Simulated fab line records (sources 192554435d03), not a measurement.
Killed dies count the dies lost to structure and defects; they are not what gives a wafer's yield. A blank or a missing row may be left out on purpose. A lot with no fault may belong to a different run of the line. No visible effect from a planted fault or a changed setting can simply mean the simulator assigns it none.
fab line records    flow n5-finfet
record: lots: 4  wafers: 12  last-day: 17
route steps=1938 shown BEOL_M0@734 BEOL_M1@751 PASSIVATION@1936
lots untouched by any fault: they come from a run of this same line in which no faults occurred
start-h: the number of hours between the record's first day and the start of the first shown wafer of the lot    wait-h: hours since the lot's step before    " the same as in the row above    L1.1+2: a row that stands for several wafers    - either no value or no given start    * or withheld: withheld    < > ~ a bound
route shown NAME@n: names a module that has steps shown in the file, with the first one's number in the route    usual: mean/standard deviation of fault-free wafers    same: alike in all rows    chamber/n: place in a boat    sites: readings site by site    _std_site: standard deviation across them    _edge_site: the outer-site mean with the inner-site mean subtracted    radius-mm: how far each site lies from the wafer's centre    mask NAME#n: copy n    behind: the most recent tool/chamber to have shaped the wafer    hold: reason for holding the lot/hours on hold/outcome of the hold    device: whichever transistor did not switch (one of n, p or np)    end of line: the tests these same wafers got at the end of their route    step lacking rows: just its recipe    killed: the dies lost at the first sort to structure and to defects; this is not the yield of the wafer    map: shows each die of a wafer: x if killed, . if not, _ if none is there
set.NAME: setting as actually run; set.NAME@STEP: the setting as run at that earlier step    model.NAME: the simulator's own value behind a step, which no gauge read
lots at selected steps of the route; one table per step, one row per wafer
services: from which hour (start-h, from the record's first day; less than 0 if before it) a tool's chamber was out of use, for how many hours, and why
== steps ==
step: N5_BEOL_M0_SPUTTER_116
recipe: material: Cu  target-thk-a: 40  temp-c: -20  chamber-pressure-pa: 0.07  power-w: withheld  time-s: 7.37
step: N5_BEOL_M0_ANNEAL_117
recipe: temp-c: 400  time-s: 60  ambient: vacuum
step: N5_BEOL_M0_SPUTTER_132
recipe: material: Cu  target-thk-a: 40  temp-c: -20  chamber-pressure-pa: 0.07  power-w: withheld  time-s: 7.37
step: N5_BEOL_M0_ANNEAL_133
recipe: temp-c: 400  time-s: 60  ambient: vacuum
step: N5_BEOL_M0_SPUTTER_134
recipe: material: Cu  target-thk-a: 40  temp-c: -20  chamber-pressure-pa: 0.07  power-w: withheld  time-s: 7.37
step: N5_BEOL_M0_ANNEAL_135
recipe: temp-c: 400  time-s: 60  ambient: vacuum
step: N5_BEOL_M0_SPUTTER_141
recipe: material: Cu  target-thk-a: 40  temp-c: -20  chamber-pressure-pa: 0.07  power-w: withheld  time-s: 7.37
step: N5_BEOL_M0_ECD_118
recipe: material: Cu  target-thk-a: 3000
step: N5_BEOL_M0_ANNEAL_119
recipe: temp-c: 225  time-s: 90  ambient: N2
step: N5_BEOL_M0_CMP_120
recipe: stop-on: SiOC  t-overpolish-s: 6.9  down-force-psi: 1  platen-rpm: 50  clearing-platen-down-force-psi: 1.5  clearing-platen-rpm: 50  post-cmp-clean: cu-alkaline  clearing-platen-pad-velocity-m-s: 0.99484  pad-velocity-m-s: 0.99484
step: N5_BEOL_M0_PRE_CLEAN_131
recipe: gas: NH3/H2  time-s: 15  temp-c: *  rf-power-w: 300
step: N5_BEOL_M0_CO_CAP_123
recipe: material: Co  target-thk-a: 20  temp-c: 200  precursor: CCTBA/H2  pressure-torr: 30  time-s: 102.1
usual: heater-power-w: 224/19
lot.wafer  tool       chamber  start-h  wait-h  heater-power-w
L449.2     cvd-co-02  0        134.04   0.0     187
L449.4     "          1        "        "       223
L449.6     "          0        "        "       187
L458.1     cvd-co-01  0        192.89   0.0     234
L458.4     "          0        "        "       231
L458.5     "          1        "        "       209
L466.2     cvd-co-01  0        232.37   0.0     233
L466.5     "          2        "        "       244
L466.6     "          0        "        "       234
L467.1     cvd-co-01  1        247.52   0.0     215
L467.4     "          0        "        "       235
L467.5     "          1        "        "       219
step: N5_BEOL_M0_PRE_CLEAN_124
recipe: gas: NH3  time-s: 15  temp-c: withheld  rf-power-w: 300
step: N5_BEOL_M0_DEP_125
recipe: material: SiCN  target-thk-a: 80  temp-c: withheld  precursor: 3MS/NH3  pressure-torr: 3  rf-w: 202  time-s: 14
step: N5_BEOL_M1_ILD_DEP_00
recipe: material: SiOC  target-thk-a: 790  temp-c: 350  precursor: DEMS/O2  pressure-torr: 5  rf-w: 500  time-s: 15.3
step: N5_BEOL_M1_PECVD_72
recipe: material: SiO2  target-thk-a: 160  temp-c: 400  precursor: TEOS/O2  pressure-torr: 5.5  rf-w: 450  teos-flow-sccm: 53.8  gas: O2  flow-sccm: 3000  time-s: 18
step: N5_BEOL_M1_HM_DEP_02
recipe: material: TiN  target-thk-a: 200  temp-c: 25  chamber-pressure-pa: 0.49996
step: N5_BEOL_M1_COAT_61
recipe: resist: SOC  temp-c: 250  time-s: 60  spin-rpm: 1500  resist-thk-nm: 60
step: N5_BEOL_M1_COAT_62
recipe: resist: SiARC  temp-c: 220  time-s: 60  spin-rpm: 1500  resist-thk-nm: 12
step: N5_BEOL_M1_COAT_73
recipe: resist: underlayer  temp-c: 205  time-s: 60  spin-rpm: 1500  resist-thk-nm: 5
step: N5_BEOL_M1_COAT_05
recipe: resist: CAR-EUV  spin-rpm: 1500  resist-thk-nm: 30
step: N5_BEOL_M1_EBR_07
recipe: solvent: PGMEA  ebr-width-mm: 1.5
step: N5_BEOL_M1_SOFTBAKE_06
recipe: temp-c: 110  time-s: 60  resist: CAR-EUV
step: N5_BEOL_M1_EXPOSE_08
recipe: mask-id: M1  na: 0.33  source-shape: dipole  sigma-inner: 0.369  sigma-outer: 0.767  polarization: unpolarized  dose-mj: 33
step: N5_BEOL_M1_PEB_09
recipe: peb-temp-c: 100  peb-time-s: 60  resist: CAR-EUV
step: N5_BEOL_M1_DEVELOP_10
recipe: develop-time-s: 30  developer: TMAH  resist: CAR-EUV  rinse-liquid: surfactant-rinse  dry: air-spin  dev-temp-c: 23
step: N5_BEOL_M1_DESCUM_16
recipe: chemistry: O2  time-s: 7  source-power-w: 50  bias-power-w: 20  pressure-mtorr: 20  rf-frequency-hz: 2.712e+07  temp-c: 40  resist: CAR-EUV  o2-flow-sccm: 225
step: N5_BEOL_M1_ETCH_74
recipe: chemistry: N2/H2  target: underlayer  target-depth-a: 65  mask-material: CAR-EUV  time-s: 5.2  ion-energy-ev: 200  pressure-mtorr: 30  source-w: 840  bias-w: 150  n2-flow-sccm: 200  h2-flow-sccm: 200  ends: cleared
step: N5_BEOL_M1_ETCH_63
recipe: chemistry: CF4  target: SiARC  target-depth-a: 156  mask-material: CAR-EUV  time-s: 26  ion-energy-ev: 80  pressure-mtorr: 40  source-w: 545  bias-w: 36  Ar_flow_sccm: 100  cf4-flow-sccm: 100  ends: cleared
step: N5_BEOL_M1_ETCH_64
recipe: chemistry: N2/H2  target: SOC  target-depth-a: 750  overetch-a: 150  mask-material: SiARC  temp-c: 40  time-s: 112.5  ion-energy-ev: 200  pressure-mtorr: 30  source-w: 840  bias-w: 150  n2-flow-sccm: 200  h2-flow-sccm: 200
step: N5_BEOL_M1_STRIP_65
recipe: chemistry: N2/H2  temp-c: 40  n2-flow-sccm: 200  h2-flow-sccm: 200  rf-frequency-hz: 6e+07
step: N5_BEOL_M1_STRIP_75
recipe: chemistry: N2/H2  temp-c: 40  n2-flow-sccm: 200  h2-flow-sccm: 200  rf-frequency-hz: 6e+07
step: N5_BEOL_M1_STRIP_66
recipe: chemistry: CF4  resist: SiARC  power-w: 300  bias-power-w: 75  pressure-mtorr: 50  cf4-flow-sccm: 150  rf-frequency-hz: 6e+07
step: N5_BEOL_M1_HM_OPEN_17
recipe: chemistry: Cl2/BCl3  target-depth-a: 200  overetch-a: 60  target: TiN  mask-material: SOC  ion-energy-ev: 150  pressure-mtorr: 10  icp-w: 1000  bias-w: 126  Cl2_flow_sccm: 53.25  bcl3-flow-sccm: 21.75  Ar_flow_sccm: 25
step: N5_BEOL_M1_STRIP_19
recipe: chemistry: O2  power-w: 400  temp-c: 40  pressure-mtorr: 30  rf-frequency-hz: 6e+07  bias-power-w: 0  overash-fraction: 0.2  o2-flow-sccm: 225
step: N5_PASSIVATION_PROBE_49
usual: defect-limited-yield: 91.0/1.5  killed_at_M0_to_M3: 34/11  killed_at_M4_up: 14/5.3  killed-at-contacts: 13/7  killed-at-front-end: 41/13  killed-at-other: 4/3.1  killed-dies: 106/17  killed-open: 70/12  killed-short: 35/8  sort_bin_5_function: 5.2/0.98  sort_bin_6_memory: 3.4/0.69  sort_bin_8_speed: 0.00/0.007  sort-n-pass: 1074/17  sort-yield-pct: 91.0/1.5
same: gross-dies: 1180  killed-at-back-side: 0  sort_bin_4_leakage[%]: 0
lot.wafer  tool       chamber  start-h  wait-h  defect-limited-yield[%]  killed_at_M0_to_M3  killed_at_M4_up  killed-at-contacts  killed-at-front-end  killed-at-other  killed-dies  killed-open  killed-short  sort_bin_5_function[%]  sort_bin_6_memory[%]  sort_bin_8_speed[%]  sort-n-pass  sort-yield-pct[%]
L458.1     prober-02  -        339.59   0.0     91.4                     15                  13               15                  55                   4                102          58           39            4.8                     3.1                   0                    1078         91.4
L458.5     prober-02  -        339.79   0.2     91.4                     26                  5                15                  52                   3                101          63           37            5.4                     2.5                   0                    1079         91.4
L466.2     prober-02  -        381.02   0.1     84.9                     112                 10               26                  26                   4                178          66           27            9.6                     3.5                   84.92                0            0
L466.5     prober-02  -        381.17   0.2     83.5                     124                 7                21                  40                   3                195          62           30            10.4                    4.5                   83.47                0            0
L466.6     prober-02  -        381.22   0.3     85.4                     109                 9                21                  30                   3                172          59           29            9.2                     3.0                   85.42                0            0
L467.1     prober-01  -        397.95   0.0     83.1                     145                 8                7                   37                   2                199          60           33            11.8                    3.2                   83.14                0            0
L467.4     prober-01  -        398.10   0.2     82.2                     139                 16               10                  45                   0                210          84           40            10.6                    4.8                   82.20                0            0
L467.5     prober-01  -        398.15   0.2     84.0                     140                 6                1                   42                   0                189          61           18            10.6                    4.1                   83.98                0            0
killed by level:class
L458.1 STI_FIN_REVEAL:geometric-particle:open=22 FIN_SAQP:geometric-particle:short=12 MOL_CONTACT_COAG:geometric-particle:open=11 STI_FIN_REVEAL:geometric-particle:short=7 BEOL_M0_SAQP:geometric-particle:short=6 FIN_SAQP:geometric-particle:open=5 MOL_CONTACT_COAG:geometric-particle:short=4 BEOL_M4:geometric-particle:open=4
L458.5 STI_FIN_REVEAL:geometric-particle:open=15 FIN_SAQP:geometric-particle:open=12 MOL_CONTACT_COAG:geometric-particle:open=10 FIN_SAQP:geometric-particle:short=8 BEOL_M0_SAQP:geometric-particle:open=6 MOL_CONTACT_COAG:geometric-particle:short=5 BEOL_M0_SAQP:geometric-particle:short=5 BEOL_M0:geometric-particle:short=4
L466.2 BEOL_M0:unspecified=85 MOL_CONTACT_COAG:geometric-particle:open=21 BEOL_M0_SAQP:geometric-particle:open=9 FIN_SAQP:geometric-particle:short=7 FIN_SAQP:geometric-particle:open=7 BEOL_M1:geometric-particle:open=7 BEOL_M4:geometric-particle:open=7 MOL_CONTACT_COAG:geometric-particle:short=5
L466.5 BEOL_M0:unspecified=103 MOL_CONTACT_COAG:geometric-particle:open=15 FIN_SAQP:geometric-particle:open=12 STI_FIN_REVEAL:geometric-particle:open=11 MOL_CONTACT_COAG:geometric-particle:short=6 BEOL_M0_SAQP:geometric-particle:short=6 BEOL_M1:geometric-particle:open=5 FIN_SAQP:geometric-particle:short=4
L466.6 BEOL_M0:unspecified=84 MOL_CONTACT_COAG:geometric-particle:open=18 FIN_SAQP:geometric-particle:open=8 BEOL_M1:geometric-particle:open=8 BEOL_M0_SAQP:geometric-particle:short=6 STARTING-WAFER:geometric-particle:open=6 FIN_SAQP:geometric-particle:short=5 BEOL_M0_SAQP:geometric-particle:open=4
L467.1 BEOL_M0:unspecified=105 FIN_SAQP:geometric-particle:open=12 FIN_SAQP:geometric-particle:short=11 BEOL_M2:geometric-particle:open=9 BEOL_M1:geometric-particle:open=8 MOL_CONTACT_COAG:geometric-particle:open=6 BEOL_M0_SAQP:geometric-particle:short=6 BEOL_M3:geometric-particle:open=6
L467.4 BEOL_M0:unspecified=86 BEOL_M0_SAQP:geometric-particle:open=16 BEOL_M0_SAQP:geometric-particle:short=11 FIN_SAQP:geometric-particle:short=10 MOL_CONTACT_COAG:geometric-particle:open=10 FIN_SAQP:geometric-particle:open=8 BEOL_M4:geometric-particle:open=8 STI_FIN_REVEAL:geometric-particle:open=8
L467.5 BEOL_M0:unspecified=110 STI_FIN_REVEAL:geometric-particle:open=14 BEOL_M0_SAQP:geometric-particle:open=11 FIN_SAQP:geometric-particle:open=7 BEOL_M2:geometric-particle:open=6 FIN_SAQP:geometric-particle:short=5 BEOL_M0_SAQP:geometric-particle:short=5 BEOL_M1:geometric-particle:open=4
map L466.5 (x killed, . not)
_________________............________________
______________x................._____________
___________........................__________
__________...........x...x......x..._________
________.........x...................._______
_______................................______
______....x.......x..x..xx....x........._____
_____............x.......................____
____.............x.....x...........x......___
___.....x.x.........x..................x...__
___.........................x..............__
__....x.....x..............................._
__....................x....................._
_...x...x..x....x.....x...................x.x
_............x......xx.........x...x.........
_..x................x......................xx
_...x.....x.........x.x...............x......
_.x.............................x.x.........x
_...x....x..........x....x.........x.........
_x..............x..xxx...xx..................
_...x...x.x........xxxxxxxxxx................
__..........xx.x.xxxxxxxxxx.xxx............._
__x...............xxxxxxxxxx.x...x.........._
___..............xxxxxxxxxxxxx.x...........__
___..............xxxxxxxxxxxx.x..x.......x.__
____.........x...xxxxxxxxxxxxxx...x.......___
_____.........x...x.xxxxxxxxxxxx...x.....____
______............x.xxxxxxx............._____
_______.....x..xx..xxx.xxxxxxx.........______
________.......x..xx........x........._______
__________..x.....x..x........x...x._________
___________....................x...__________
______________..............xx.._____________
_________________............________________
map L467.4 (x killed, . not)
_________________.......xx..x________________
______________x................._____________
___________....xx..................__________
__________x...........x.x..........._________
________...x...x..............x......._______
_______..............x.x...............______
______.x...x......x............xx......._____
_____...........x...................x....____
____......x.......x....x.....xx...x.......___
___....x.x.........xx...x.............x....__
___......xx.....x.....x..................x.__
__...x.x...........................x..x...x._
__..............x..............x............_
_x.....x.....x...x....x......................
_..x.....x..............x..x..x..........x...
_x....xx.........x.....x.........x...xxx.x...
_x.x..x.x........x........................x..
_x..xxx...x................x...x...x.........
_x..xxxxx..xxx....x...x..x..x.x..............
_xxxxxxxxxx...x..............................
_xxxxxxxxx...x......xx.............x..x......
__xxxxxxxxxxx.x..................x...x......_
__xxxxxxxxxx......................x......x.._
___xxxxxxxxx...x..........................x__
___xxxxxxxxx.................x.x...........__
____xxxxxxxx...........x..xx..............___
_____xxxxx..........x.....x.......xx.....____
______x.xx.x............x..............._____
_______...x.......x.....x..x..x......x.______
________...x......x..................._______
__________................x..x......_________
___________.x...x........x........x__________
______________.................._____________
_________________..xxx...x...________________
== services ==
tool       chamber  start-h  hours  kind
cvd-co-01  1        131.89   -      clean
cvd-co-01  1        131.89   22.0   scheduled-down
cvd-co-01  1        131.89   22.0   vent-cycle
== key ==
first-sign: step: N5_PASSIVATION_PROBE_49  reading: killed_at_M0_to_M3  direction: up  sigmas: 8.3  usual: 34  struck: 128
effect: step: N5_PASSIVATION_PROBE_49  reading: defect-limited-yield  direction: down  sigmas: 4.9  usual: 91.0  struck: 83.9
more-kills-born-at: N5_BEOL_M0_CO_CAP_123@cvd-co-01: 573
met-at N5_BEOL_M0_CO_CAP_123
struck-wafers L466.2,L466.5,L466.6,L467.1,L467.4,L467.5
onset-between 192.89 232.37
also-fits time
earlier-fault: kind: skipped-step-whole  tool: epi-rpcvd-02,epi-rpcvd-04  chamber: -  onset-h: 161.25  steps: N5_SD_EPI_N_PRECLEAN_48  scope: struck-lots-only
earlier-fault: kind: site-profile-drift  tool: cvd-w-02  chamber: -  onset-h: 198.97  steps: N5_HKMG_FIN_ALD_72  basis: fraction  max-abs-drift: 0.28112  slope-share-per-hr: 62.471  site-pattern: 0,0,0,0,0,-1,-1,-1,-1
fault: kind: chamber-particle-source  tool: cvd-co-01  chamber: -  onset-h: 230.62  steps: N5_BEOL_M0_CO_CAP_123  rate-per-visit-cm2: 0.65627
